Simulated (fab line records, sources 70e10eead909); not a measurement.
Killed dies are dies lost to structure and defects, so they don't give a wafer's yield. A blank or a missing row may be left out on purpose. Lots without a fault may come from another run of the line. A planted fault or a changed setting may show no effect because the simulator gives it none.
Which tool did it? | flow nand_harc | 24 lots, 72 wafers sampled, at 6 steps of a route of 1302

WHAT THE GAUGES READ, wafer by wafer
The record holds no reading of a measuring or inspecting step that can be judged against a usual standard deviation.

WHICH TOOL RAN EACH LOT (tool, then ch and the chambers of the sampled wafers, then the start)
lot  | NHARC_P_M1_ANNEAL_31             | NHARC_P_M2_PVD_20                       | NHARC_P_BONDPAD_DEP_00                     | NHARC_P_BONDPAD_DESCUM_11          | NHARC_P_BONDPAD_ANNEAL_28        | NHARC_P_BONDPAD_CMP_19
L074 | rtp_anneal-02 ch 0, day 6 04:12  | pvd_sputter-02, day 6 09:44 or earlier  | pecvd-04 ch 1,2, day 6 09:44               | rie_diel-13 ch 0,2, day 6 11:11    | rtp_anneal-02 ch 0, day 6 12:51  | cmp-04 ch 0,2, day 6 13:12
L075 | rtp_anneal-02 ch 0, day 6 18:14  | pvd_sputter-02, day 6 23:49 or earlier  | pecvd-01 ch 1,2, day 6 23:49               | rie_diel-06 ch 0,2,3, day 7 01:08  | rtp_anneal-02 ch 0, day 7 02:48  | cmp-02 ch 1,2, day 7 03:10
L076 | rtp_anneal-01 ch 0, day 6 23:19  | pvd_sputter-03, day 7 05:21 or earlier  | pecvd-01 ch 0,1,2, day 7 05:21             | rie_diel-06 ch 0,1, day 7 06:49    | rtp_anneal-01 ch 0, day 7 08:32  | cmp-04 ch 0,2, day 7 08:53
L077 | rtp_anneal-02 ch 0, day 7 14:06  | pvd_sputter-02, day 7 21:59 or earlier  | pecvd-03 ch 0,1, day 7 21:59 or earlier    | rie_diel-07 ch 2,3, day 7 21:59    | rtp_anneal-01 ch 0, day 8 00:01  | cmp-02 ch 0,1,3, day 8 00:18
L078 | rtp_anneal-01 ch 0, day 7 23:24  | pvd_sputter-01, day 8 06:27 or earlier  | pecvd-01 ch 0,1, day 8 06:27 or earlier    | rie_diel-13 ch 0,1, day 8 06:27    | rtp_anneal-02 ch 0, day 8 08:14  | cmp-02 ch 0,1,3, day 8 08:32
L079 | rtp_anneal-01 ch 0, day 8 06:02  | pvd_sputter-01, day 8 11:51 or earlier  | pecvd-01 ch 0,1,2, day 8 11:51             | rie_diel-06 ch 0,3, day 8 13:14    | rtp_anneal-01 ch 0, day 8 15:01  | cmp-02 ch 0,3, day 8 15:15
L080 | rtp_anneal-01 ch 0, day 8 22:41  | pvd_sputter-03, day 9 04:17 or earlier  | pecvd-04 ch 1,2, day 9 04:17               | rie_diel-06 ch 0,2,3, day 9 05:34  | rtp_anneal-02 ch 0, day 9 07:14  | cmp-04 ch 1,2, day 9 07:34
L081 | rtp_anneal-02 ch 0, day 9 03:11  | pvd_sputter-02, day 9 10:16 or earlier  | pecvd-03 ch 0,1, day 9 10:16 or earlier    | rie_diel-13 ch 1,3, day 9 10:16    | rtp_anneal-01 ch 0, day 9 11:56  | cmp-04 ch 1,2, day 9 12:19
L082 | rtp_anneal-02 ch 0, day 9 20:00  | pvd_sputter-02, day 10 01:46 or earlier | pecvd-01 ch 0,2, day 10 01:46              | rie_diel-06 ch 2,3, day 10 03:13   | rtp_anneal-02 ch 0, day 10 04:56 | cmp-03 ch 0,2,3, day 10 05:16
L083 | rtp_anneal-01 ch 0, day 10 04:18 | pvd_sputter-03, day 10 09:59 or earlier | pecvd-03 ch 0,2, day 10 09:59              | rie_diel-07 ch 0,1,3, day 10 11:34 | rtp_anneal-02 ch 0, day 10 13:14 | cmp-03 ch 0,1,3, day 10 13:37
L084 | rtp_anneal-01 ch 0, day 10 23:05 | pvd_sputter-01, day 11 06:04 or earlier | pecvd-01 ch 0,1, day 11 06:04 or earlier   | rie_diel-13 ch 1,2,3, day 11 06:04 | rtp_anneal-01 ch 0, day 11 07:46 | cmp-02 ch 2,3, day 11 08:05
L085 | rtp_anneal-02 ch 0, day 11 06:31 | pvd_sputter-02, day 11 12:01 or earlier | pecvd-04 ch 0,1, day 11 12:01              | rie_diel-07 ch 0,1, day 11 13:19   | rtp_anneal-02 ch 0, day 11 15:05 | cmp-02 ch 1,3, day 11 15:22
L086 | rtp_anneal-02 ch 0, day 11 07:25 | pvd_sputter-03, day 11 13:34 or earlier | pecvd-03 ch 1,2, day 11 13:34              | rie_diel-13 ch 0,1,2, day 11 15:02 | rtp_anneal-01 ch 0, day 11 16:53 | cmp-02 ch 0,1, day 11 17:20
L087 | rtp_anneal-02 ch 0, day 12 11:17 | pvd_sputter-03, day 12 16:43 or earlier | pecvd-03 ch 0,2, day 12 16:43              | rie_diel-07 ch 0,1, day 12 18:09   | rtp_anneal-02 ch 0, day 12 19:53 | cmp-04 ch 2,3, day 12 20:13
L088 | rtp_anneal-02 ch 0, day 12 12:19 | pvd_sputter-01, day 12 17:43 or earlier | pecvd-01 ch 0,1,2, day 12 17:43            | rie_diel-06 ch 1,2, day 12 19:02   | rtp_anneal-02 ch 0, day 12 20:51 | cmp-04 ch 1,2,3, day 12 21:06
L090 | rtp_anneal-01 ch 0, day 12 22:17 | pvd_sputter-03, day 13 03:57 or earlier | pecvd-01 ch 0,1,2, day 13 03:57            | rie_diel-06 ch 0,2,3, day 13 05:19 | rtp_anneal-02 ch 0, day 13 07:04 | cmp-02 ch 0,1,2, day 13 07:22
L089 | rtp_anneal-02 ch 0, day 12 22:58 | pvd_sputter-01, day 13 04:27 or earlier | pecvd-04 ch 0,2, day 13 04:27              | rie_diel-06 ch 2,3, day 13 05:53   | rtp_anneal-02 ch 0, day 13 07:37 | cmp-02 ch 0,1,2, day 13 07:56
L091 | rtp_anneal-02 ch 0, day 13 06:06 | pvd_sputter-03, day 13 11:49 or earlier | pecvd-03 ch 0,2, day 13 11:49              | rie_diel-13 ch 1,3, day 13 13:16   | rtp_anneal-01 ch 0, day 13 14:57 | cmp-02 ch 0,2,3, day 13 15:20
L092 | rtp_anneal-02 ch 0, day 13 19:24 | pvd_sputter-01, day 14 02:12 or earlier | pecvd-03 ch 0,1,2, day 14 02:12 or earlier | rie_diel-13 ch 1,2,3, day 14 02:12 | rtp_anneal-01 ch 0, day 14 03:52 | cmp-03 ch 1,2,3, day 14 04:13
L093 | rtp_anneal-02 ch 0, day 14 08:28 | pvd_sputter-02, day 14 14:00 or earlier | pecvd-01 ch 0,1,2, day 14 14:00            | rie_diel-13 ch 0,1,2, day 14 15:20 | rtp_anneal-02 ch 0, day 14 17:01 | cmp-03 ch 0,1,3, day 14 17:22
L094 | rtp_anneal-01 ch 0, day 14 16:52 | pvd_sputter-01, day 14 22:28 or earlier | pecvd-03 ch 0,1, day 14 22:28              | rie_diel-13 ch 0,1,3, day 14 23:54 | rtp_anneal-01 ch 0, day 15 01:59 | cmp-04 ch 0,1,2, day 15 02:17
L096 | rtp_anneal-01 ch 0, day 15 13:52 | pvd_sputter-01, day 15 19:33 or earlier | pecvd-04 ch 0,1,2, day 15 19:33            | rie_diel-06 ch 2,3, day 15 20:50   | rtp_anneal-01 ch 0, day 15 22:34 | cmp-04 ch 0,2,3, day 15 22:57
L095 | rtp_anneal-02 ch 0, day 15 14:27 | pvd_sputter-02, day 15 20:02 or earlier | pecvd-03 ch 0,2, day 15 20:02              | rie_diel-06 ch 0,1,3, day 15 21:29 | rtp_anneal-02 ch 0, day 15 23:10 | cmp-02 ch 0,3, day 15 23:30
L097 | rtp_anneal-01 ch 0, day 16 00:10 | pvd_sputter-03, day 16 05:38 or earlier | pecvd-03 ch 1,2, day 16 05:38              | rie_diel-13 ch 0,2,3, day 16 06:55 | rtp_anneal-01 ch 0, day 16 08:35 | cmp-02 ch 1,3, day 16 08:58
- NHARC_P_M1_ANNEAL_31: time 90 s.
- NHARC_P_M2_PVD_20: deposits TaN, target thk 5 nm, time 8.06 s.
- NHARC_P_BONDPAD_DEP_00: deposits SiCN, target thk 250 nm.
- NHARC_P_BONDPAD_DESCUM_11: chemistry O2, time 3 s.
- NHARC_P_BONDPAD_ANNEAL_28: time 90 s.
- NHARC_P_BONDPAD_CMP_19: polishes, t overpolish 30 s, cu recess touch 16 s, target thk 160.81 nm.

WHAT THE TOOLS THEMSELVES READ (means of the sampled wafers that have a number; where no wafer has one, the mark that the record gives instead)
NHARC_P_M1_ANNEAL_31. Usual: wafer_temp_C_max 225.72, standard deviation 0.21.
lot  | tool          | wafer_temp_C_max | flag
L074 | rtp_anneal-02 | 225.92           |
L075 | rtp_anneal-02 | 225.70           |
L076 | rtp_anneal-01 | 225.86           |
L077 | rtp_anneal-02 | 225.80           |
L078 | rtp_anneal-01 | 225.62           |
L079 | rtp_anneal-01 | 225.78           |
L080 | rtp_anneal-01 | 225.62           |
L081 | rtp_anneal-02 | 225.81           |
L082 | rtp_anneal-02 | 225.64           |
L083 | rtp_anneal-01 | 225.69           |
L084 | rtp_anneal-01 | 225.71           |
L085 | rtp_anneal-02 | 226.06           |
L086 | rtp_anneal-02 | 226.01           |
L087 | rtp_anneal-02 | 225.74           |
L088 | rtp_anneal-02 | 225.95           |
L090 | rtp_anneal-01 | 225.49           |
L089 | rtp_anneal-02 | 225.75           |
L091 | rtp_anneal-02 | 225.71           |
L092 | rtp_anneal-02 | 225.83           |
L093 | rtp_anneal-02 | 225.75           |
L094 | rtp_anneal-01 | 225.68           |
L096 | rtp_anneal-01 | 225.37           |
L095 | rtp_anneal-02 | 225.77           |
L097 | rtp_anneal-01 | 225.55           |

NHARC_P_M2_PVD_20. Usual: chamber_pressure_pa 0.11997 Pa, standard deviation 0.00024; substrate_temp_c 50.02 C, standard deviation 0.12; throttle_valve_pct 30.3 %, standard deviation 1.
lot  | tool           | chamber_pressure_pa (Pa) | substrate_temp_c (C) | throttle_valve_pct (%) | flag
L074 | pvd_sputter-02 | 0.11993                  | 49.95                | 30.4                   |
L075 | pvd_sputter-02 | 0.11985                  | 50.09                | 30.0                   |
L076 | pvd_sputter-03 | 0.11967                  | 50.16                | 29.5                   |
L077 | pvd_sputter-02 | 0.12012                  | 50.19                | 29.5                   |
L078 | pvd_sputter-01 | 0.11985                  | 50.07                | 30.7                   |
L079 | pvd_sputter-01 | 0.12011                  | 49.95                | 31.3                   |
L080 | pvd_sputter-03 | 0.12007                  | 50.00                | 30.0                   |
L081 | pvd_sputter-02 | 0.12001                  | 50.02                | 29.4                   |
L082 | pvd_sputter-02 | 0.12005                  | 50.20                | 28.8                   |
L083 | pvd_sputter-03 | 0.12031                  | 49.94                | 30.2                   |
L084 | pvd_sputter-01 | 0.11991                  | 50.05                | 30.3                   |
L085 | pvd_sputter-02 | 0.11984                  | 50.04                | 30.3                   |
L086 | pvd_sputter-03 | 0.11985                  | 49.92                | 30.1                   |
L087 | pvd_sputter-03 | 0.11980                  | 49.98                | 30.1                   |
L088 | pvd_sputter-01 | 0.12001                  | 49.99                | 31.1                   |
L090 | pvd_sputter-03 | 0.11997                  | 50.15                | 30.1                   |
L089 | pvd_sputter-01 | 0.11980                  | 50.12                | 31.5                   |
L091 | pvd_sputter-03 | 0.11978                  | 49.99                | 30.0                   |
L092 | pvd_sputter-01 | 0.12012                  | 50.09                | 31.2                   |
L093 | pvd_sputter-02 | 0.11992                  | 50.01                | 30.7                   |
L094 | pvd_sputter-01 | 0.11980                  | 50.05                | 31.0                   |
L096 | pvd_sputter-01 | 0.11982                  | 49.93                | 30.2                   |
L095 | pvd_sputter-02 | 0.11998                  | 50.00                | 29.7                   |
L097 | pvd_sputter-03 | 0.11993                  | 49.98                | 30.2                   |

NHARC_P_BONDPAD_DEP_00. Usual: chamber_pressure_Torr 3.000 Torr, standard deviation 0.0063; heater_power_w 599 W, standard deviation 71.
lot  | tool     | chamber_pressure_Torr (Torr) | heater_power_w (W) | flag
L074 | pecvd-04 | 2.998                        | 537                |
L075 | pecvd-01 | 3.001                        | 606                |
L076 | pecvd-01 | 3.005                        | 580                |
L077 | pecvd-03 | 3.009                        | 663                |
L078 | pecvd-01 | 3.003                        | 580                |
L079 | pecvd-01 | 2.992                        | 597                |
L080 | pecvd-04 | 3.002                        | 513                |
L081 | pecvd-03 | 2.992                        | 659                |
L082 | pecvd-01 | 3.002                        | 530                |
L083 | pecvd-03 | 3.000                        | 611                |
L084 | pecvd-01 | 2.999                        | 639                |
L085 | pecvd-04 | 2.999                        | 648                |
L086 | pecvd-03 | 3.009                        | 627                |
L087 | pecvd-03 | 2.998                        | 651                |
L088 | pecvd-01 | 3.003                        | 600                |
L090 | pecvd-01 | 3.001                        | 571                |
L089 | pecvd-04 | 2.995                        | 457                |
L091 | pecvd-03 | 2.997                        | 660                |
L092 | pecvd-03 | 2.999                        | 605                |
L093 | pecvd-01 | 2.999                        | 606                |
L094 | pecvd-03 | 2.997                        | 637                |
L096 | pecvd-04 | 3.003                        | 526                |
L095 | pecvd-03 | 2.997                        | 605                |
L097 | pecvd-03 | 3.003                        | 610                |

NHARC_P_BONDPAD_DESCUM_11. Usual: chamber_pressure_mTorr 59.99 mTorr, standard deviation 0.057; drypump_motor_current_A 5.5 A, standard deviation 0.38; oes_product_au 1.000 a.u., standard deviation 0.011; rf_vpp_V 57.8 V, standard deviation 0.81; showerhead_plenum_p_Torr 1.94 Torr, standard deviation 0.08; throttle_valve_pct 11.312 %, standard deviation 0.0083.
lot  | tool        | chamber_pressure_mTorr (mTorr) | drypump_motor_current_A (A) | oes_product_au (a.u.) | rf_vpp_V (V) | showerhead_plenum_p_Torr (Torr) | throttle_valve_pct (%) | flag
L074 | rie_diel-13 | 59.99                          | 5.6                         | 0.992                 | 57.2         | 1.84                            | 11.315                 |
L075 | rie_diel-06 | 60.05                          | 5.5                         | 0.997                 | 57.5         | 2.00                            | 11.318                 |
L076 | rie_diel-06 | 59.94                          | 5.5                         | 1.009                 | 57.9         | 1.96                            | 11.307                 |
L077 | rie_diel-07 | 59.99                          | 5.4                         | 0.986                 | 58.4         | 1.82                            | 11.309                 |
L078 | rie_diel-13 | 59.97                          | 4.9                         | 1.013                 | 58.5         | 1.99                            | 11.319                 |
L079 | rie_diel-06 | 60.01                          | 5.4                         | 0.990                 | 58.2         | 2.01                            | 11.316                 |
L080 | rie_diel-06 | 60.02                          | 5.5                         | 0.990                 | 57.3         | 1.99                            | 11.309                 |
L081 | rie_diel-13 | 60.02                          | 5.3                         | 1.007                 | 58.1         | 2.01                            | 11.312                 |
L082 | rie_diel-06 | 59.93                          | 5.7                         | 0.991                 | 58.1         | 1.98                            | 11.314                 |
L083 | rie_diel-07 | 60.04                          | 5.6                         | 1.000                 | 57.6         | 1.93                            | 11.308                 |
L084 | rie_diel-13 | 60.01                          | 5.6                         | 1.002                 | 58.1         | 1.93                            | 11.308                 |
L085 | rie_diel-07 | 59.95                          | 5.8                         | 1.001                 | 58.4         | 1.99                            | 11.307                 |
L086 | rie_diel-13 | 59.98                          | 5.2                         | 1.010                 | 57.7         | 1.92                            | 11.312                 |
L087 | rie_diel-07 | 60.03                          | 5.7                         | 1.002                 | 58.2         | 1.95                            | 11.300                 |
L088 | rie_diel-06 | 60.03                          | 5.6                         | 1.006                 | 57.2         | 1.96                            | 11.308                 |
L090 | rie_diel-06 | 59.96                          | 5.5                         | 1.007                 | 58.1         | 1.99                            | 11.316                 |
L089 | rie_diel-06 | 59.99                          | 5.6                         | 1.002                 | 57.7         | 1.98                            | 11.308                 |
L091 | rie_diel-13 | 59.94                          | 5.7                         | 1.001                 | 58.2         | 1.98                            | 11.318                 |
L092 | rie_diel-13 | 60.01                          | 5.6                         | 1.004                 | 57.6         | 1.93                            | 11.315                 |
L093 | rie_diel-13 | 60.06                          | 5.2                         | 1.006                 | 57.7         | 1.92                            | 11.315                 |
L094 | rie_diel-13 | 60.01                          | 5.3                         | 1.009                 | 58.4         | 1.97                            | 11.316                 |
L096 | rie_diel-06 | 59.93                          | 5.6                         | 0.998                 | 58.2         | 1.98                            | 11.310                 |
L095 | rie_diel-06 | 60.00                          | 5.6                         | 0.987                 | 57.4         | 1.98                            | 11.317                 |
L097 | rie_diel-13 | 60.01                          | 5.6                         | 1.003                 | 57.8         | 1.89                            | 11.308                 |

NHARC_P_BONDPAD_ANNEAL_28. Usual: wafer_temp_C_max 225.73, standard deviation 0.22.
lot  | tool          | wafer_temp_C_max | flag
L074 | rtp_anneal-02 | 225.87           |
L075 | rtp_anneal-02 | 225.91           |
L076 | rtp_anneal-01 | 225.70           |
L077 | rtp_anneal-01 | 225.56           |
L078 | rtp_anneal-02 | 225.70           |
L079 | rtp_anneal-01 | 225.78           |
L080 | rtp_anneal-02 | 225.76           |
L081 | rtp_anneal-01 | 225.75           |
L082 | rtp_anneal-02 | 225.72           |
L083 | rtp_anneal-02 | 225.63           |
L084 | rtp_anneal-01 | 225.50           |
L085 | rtp_anneal-02 | 225.67           |
L086 | rtp_anneal-01 | 225.39           |
L087 | rtp_anneal-02 | 225.74           |
L088 | rtp_anneal-02 | 225.56           |
L090 | rtp_anneal-02 | 226.02           |
L089 | rtp_anneal-02 | 225.89           |
L091 | rtp_anneal-01 | 225.51           |
L092 | rtp_anneal-01 | 226.16           |
L093 | rtp_anneal-02 | 225.87           |
L094 | rtp_anneal-01 | 225.76           |
L096 | rtp_anneal-01 | 225.73           |
L095 | rtp_anneal-02 | 225.67           |
L097 | rtp_anneal-01 | 225.57           |

NHARC_P_BONDPAD_CMP_19. Usual: edge_zone_pressure_frac 0.999, standard deviation 0.0051; motor_current_A 11.7 A, standard deviation 1.2; overpolish_run_s 30.000 s, standard deviation 0.0093.
lot  | tool   | edge_zone_pressure_frac | motor_current_A (A) | overpolish_run_s (s) | flag
L074 | cmp-04 | 0.999                   | 13.2                | 30.000               |
L075 | cmp-02 | 0.998                   | 11.9                | 30.002               |
L076 | cmp-04 | 0.998                   | 12.9                | 30.007               |
L077 | cmp-02 | 1.002                   | 10.6                | 29.996               |
L078 | cmp-02 | 1.001                   | 10.7                | 29.995               |
L079 | cmp-02 | 0.998                   | 10.5                | 29.995               |
L080 | cmp-04 | 0.996                   | 12.2                | 30.007               |
L081 | cmp-04 | 0.996                   | 12.3                | 29.999               |
L082 | cmp-03 | 0.998                   | 12.5                | 29.989               |
L083 | cmp-03 | 1.000                   | 13.0                | 30.000               |
L084 | cmp-02 | 1.003                   | 11.7                | 29.992               |
L085 | cmp-02 | 0.998                   | 10.9                | 29.999               |
L086 | cmp-02 | 0.997                   | 9.7                 | 30.003               |
L087 | cmp-04 | 1.000                   | 12.0                | 30.003               |
L088 | cmp-04 | 0.999                   | 12.2                | 30.004               |
L090 | cmp-02 | 0.996                   | 10.9                | 30.005               |
L089 | cmp-02 | 0.997                   | 11.4                | 29.995               |
L091 | cmp-02 | 1.003                   | 11.2                | 29.997               |
L092 | cmp-03 | 0.998                   | 12.0                | 30.002               |
L093 | cmp-03 | 0.995                   | 12.4                | 30.005               |
L094 | cmp-04 | 0.999                   | 12.6                | 29.993               |
L096 | cmp-04 | 0.993                   | 12.0                | 29.996               |
L095 | cmp-02 | 1.001                   | 11.1                | 29.992               |
L097 | cmp-02 | 0.999                   | 11.2                | 30.001               |

THE ANSWER, worked out from the rows above alone
Rule: a lot is off if the mean of its wafers that have a number lies more than 3 standard deviations from the usual mean. A lot without any number at a reading at which 4 lots or more have one is off too. The other lots that the step has rows for count as sound. The gauges are gone through in route order, then the tools' own readings, and for those a lot's mean is taken as printed above. The first step at which some lot is off is used, and at that step the reading that is off furthest; a lot without a number counts as furthest.
No lot is off at any reading shown: from this, nothing can be told.

WHAT THE SIMULATOR HAD PUT IN
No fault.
